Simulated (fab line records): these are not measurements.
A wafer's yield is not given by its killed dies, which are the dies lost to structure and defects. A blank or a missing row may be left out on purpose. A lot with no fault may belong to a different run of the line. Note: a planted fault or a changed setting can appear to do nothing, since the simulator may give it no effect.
Struck lot and sound lot, side by side | flow nandHarc | 18 steps out of a route of 1159
Sound: these wafers, L527.4, L527.5, L527.6. Wafers L541.2, L541.3, L541.6 were the ones struck. The cause is given at the end.
Each step with rows lists, per side, the tool, then ch with its chambers, then its first start. Under that, the readings that differ: sound wafers | struck wafers | difference of the means | sigmas: that difference in standard deviations of wafers without a fault.
alike: words and numbers the same on both sides, and readings whose means are apart by under 2 such deviations; not compared: readings that were withheld, readings missing a value for some wafer, numbers with overlapping values and no deviation given by the record, and bounds like >300 which may hide the same value.
The two part at a step that has a row with sigmas, a row that says differs or no value, or rows on one side only. Non-overlapping numbers with no deviation appear without sigmas and do not part them. A reading that every wafer of one side lacks parts them only if that side has two wafers or more.

NHARC_A_CONTACT_ETCH_102: etches the open film in CF4/O2, target depth 70 nm, overetch 7 nm, time 38.5 s.
  sound on rieDiel-11 ch 2,3, day 16 22:16; struck on rieDiel-03 ch 0,1,3, day 20 21:23
  alike: drypumpMotorCurrentA, oesProductAu, rfVppV, showerheadPlenumPTorr, throttleValvePct
  not compared: rfHoursCounterH
NHARC_A_CONTACT_STRIP_55: strips in O2.
  sound: rieDiel-11 ch 0,1,2; struck: rieDiel-03 ch 0,3
  alike: drypumpMotorCurrentA, oesProductAu, rfVppV, showerheadPlenumPTorr, throttleValvePct
  not compared: rfHoursCounterH
then, 1 step without rows for these wafers: NHARC_A_CONTACT_STRIP_56 (strips in post etch residue remover, time 600 s).
NHARC_A_CONTACT_DEP_57: deposits aC, target thk 2800 nm.
  sound on aclDep-03 ch 0, day 16 23:46; struck on aclDep-02 ch 0, day 20 22:40
  alike: throttleValvePct
NHARC_A_CONTACT_DEP_58: deposits SiON, target thk 60 nm.
  sound on pecvd-03 ch 0,1,2, day 17 00:49; struck on pecvd-02 ch 0,1,2, day 21 00:08
  alike: heaterPowerW
then, 7 steps without rows for these wafers: NHARC_A_CONTACT_DEHYDRATE_59 (time 120 s); NHARC_A_CONTACT_HMDS_60 (time 30 s); NHARC_A_CONTACT_COAT_61 (time 75 s); NHARC_A_CONTACT_COAT_62 (time 65 s); NHARC_A_CONTACT_COAT_63 (resist thk 90 nm); NHARC_A_CONTACT_SOFTBAKE_64 (time 55 s); NHARC_A_CONTACT_EBR_65.
NHARC_A_CONTACT_EXPOSE_66: exposes mask A CC 2.
  sound on arfiScanner-02 ch 0, day 17 01:11; struck on arfiScanner-03 ch 0, day 21 00:34
reading           | sound             | struck            | difference | sigmas
exposureDoseMJCm2 | 58.90 58.91 58.99 | 67.07 67.09 67.03 | +8.13      | +99 or more
  alike: mask
then, 2 steps without rows for these wafers: NHARC_A_CONTACT_PEB_67 (peb time 65 s); NHARC_A_CONTACT_DEVELOP_68 (develop time 35 s).
NHARC_A_CONTACT_CD_MEAS_69: target cd 200 nm.
  sound on cdSem-01 ch 0, day 17 01:20; struck on cdSem-01 ch 0, day 21 00:42
reading   | sound             | struck            | difference | sigmas
cdNm (nm) | 199.3 198.7 199.7 | 205.7 205.3 205.4 | +6.2       | +11
NHARC_A_CONTACT_OVL_MEAS_70:
  sound: overlay-02 at day 17 01:25; struck: overlay-01 at day 21 00:47
  alike: overlayXNm, overlayYNm
-- the record jumps here: 3 days lie between the struck wafers' starts before and after (it left off in module A_CONTACT and takes up again in module END, whose first step shown is number 1159 of the route) --
NHARC_END_SORT_01:
  sound on prober-02 ch 0, day 19 22:57; struck on prober-01 ch 0, day 23 22:55
reading       | sound   | struck   | difference | sigmas
killedAtArray | 10 6 8  | 33 17 39 | +22        | +2
killedDies    | 10 6 10 | 33 21 39 | +22        | +2
  alike: killedAtOther, killedAtPeriphery, killedOpen, killedShort

WHERE THEY PART
First at NHARC_A_CONTACT_EXPOSE_66; last, within this record, at NHARC_END_SORT_01.

WHY: whatever the simulator had introduced
Process parameters drifting: arfiScanner-03 at NHARC_A_CONTACT_EXPOSE_66, beginning at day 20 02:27. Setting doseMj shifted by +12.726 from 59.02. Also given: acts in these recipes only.
